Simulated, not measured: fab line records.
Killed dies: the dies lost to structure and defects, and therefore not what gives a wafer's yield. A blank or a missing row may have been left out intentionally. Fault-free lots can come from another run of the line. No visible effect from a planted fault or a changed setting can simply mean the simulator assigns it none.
Problem report in the 8D (eight disciplines) form, filled by code || flow nand-harc || the parts of the form that need people (team, actions taken, sign-off) are left out

## 1. THE ISSUE
Wafers without a fault read 58, standard deviation 18; killed-dies at NHARC_END_SORT_01 reads a mean of 677 on 6 wafers belonging to 2 lots. That is +34 standard deviations from the usual mean.
The first sign was on wafer L839.2 at day 29 20:06, on prober-01. The record has a number at this step for 6 wafers belonging to 2 lots. Rule for "out", or "out of limits": more than 4 standard deviations from the usual mean. The rest of the wafers with a number are treated as sound.

## 2. WHAT IT IS AND WHAT IT IS NOT
{"question": "which readings at this step", "is": "killed-dies, killed-at-array", "is not": "killed-at-other, killed-at-periphery, killed-open, killed-short"}
{"question": "which lots", "is": "L839, L840", "is not": "-"}
{"question": "which wafers of those lots", "is": "all that have a number", "is not": "-"}
{"question": "read on which gauges", "is": "prober-01", "is not": "-"}
{"question": "when", "is": "from day 29 20:06", "is not": "up to then (0 sound wafers)"}

## 3. THE SUSPECTS, EACH WITH WHAT RULES IT OUT
Counting: a tool stays on the suspect list if, at a process step up to the reading, it processed all lots that are out and no sound lot following the first of them.
- the gauge at NHARC_END_SORT_01: ruled out. All the wafers that are out were read on prober-01, but those of them that NHARC_A_STAIRCASE_ETCH_223 has rows for are out there too, on other tools.
- rie-diel-01 at NHARC_A_STAIRCASE_TRIM_202 (chemistry O2, time 211.2 s): kept. It ran every lot that is out, first L839 (day 22 06:47), and no sound lot after that. With no start given for some of its lots, NHARC_A_STAIRCASE_TRIM_202 uses the hours and lot order of NHARC_A_STAIRCASE_DESCUM_219.
- rie-diel-05 at NHARC_A_STAIRCASE_DESCUM_219 (chemistry O2, time 3 s): kept. It ran every lot that is out, first L839 (day 22 06:47), and no sound lot after that.
- rie-diel-05 at NHARC_A_STAIRCASE_ETCH_223 (etches the open film in C4F8/O2, target depth 100 nm, time 40.5 s): kept. It ran every lot that is out, first L839 (day 22 07:14), and no sound lot after that. On those wafers its own readings are out: oes-product-au.
- rie-diel-05 at NHARC_A_STAIRCASE_TRIM_226 (chemistry O2, time 211.2 s): kept. It ran every lot that is out, first L839 (day 29 20:06), and no sound lot after that. With no start given for some of its lots, NHARC_A_STAIRCASE_TRIM_226 uses the hours and lot order of NHARC_END_SORT_01.
Left after counting: rie-diel-01 at NHARC_A_STAIRCASE_TRIM_202, rie-diel-05 at NHARC_A_STAIRCASE_DESCUM_219, rie-diel-05 at NHARC_A_STAIRCASE_ETCH_223, rie-diel-05 at NHARC_A_STAIRCASE_TRIM_226.

## 4. THE CAUSE (what the simulator had put in)
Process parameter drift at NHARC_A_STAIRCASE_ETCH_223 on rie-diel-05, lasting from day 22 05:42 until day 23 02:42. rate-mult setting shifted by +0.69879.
Counting left 4 suspects, and this tool is among them.

## 5. THE CHAIN OF EFFECTS, in route order
Rows list readings where the struck wafers' mean (over those with a number) sits beyond 3 standard deviations from the usual. Readings are gone through only where the record gives a usual standard deviation; hours: the median, over the lots, of the time from a lot's start at the first step in this table giving one to that lot's start at this step; sigmas: the change measured in usual standard deviations.
{"hours": 0, "step": "NHARC_A_STAIRCASE_ETCH_223", "reading": "oes-product-au", "usual": "0.944 a.u.", "on struck wafers": 1.343, "change": "+0.399", "sigmas": "+25"}
{"hours": 185, "step": "NHARC_END_SORT_01", "reading": "killed-at-array", "usual": 53, "on struck wafers": 670, "change": "+618", "sigmas": "+32"}
{"hours": 185, "step": "NHARC_END_SORT_01", "reading": "killed-dies", "usual": 58, "on struck wafers": 677, "change": "+619", "sigmas": "+34"}
The process steps in it:
- NHARC_A_STAIRCASE_ETCH_223: etches the open film in C4F8/O2, target depth 100 nm, time 40.5 s.

## 6. HOW IT WOULD HAVE BEEN CAUGHT EARLIER
182 hours passed between the start of the fault at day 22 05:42 and the first reading out of limits at a measuring or inspecting step in this record, taken at day 29 20:06.
The tool's own readings at NHARC_A_STAIRCASE_ETCH_223 were out on every struck wafer that the step has a row for (oes-product-au): an alarm limit on them would have fired on the first of those.
The start of NHARC_A_STAIRCASE_ETCH_223 on rie-diel-05 came by day 29 20:06 for every one of the lots that are out (2). Tool hold at that time: it would have spared none of them.
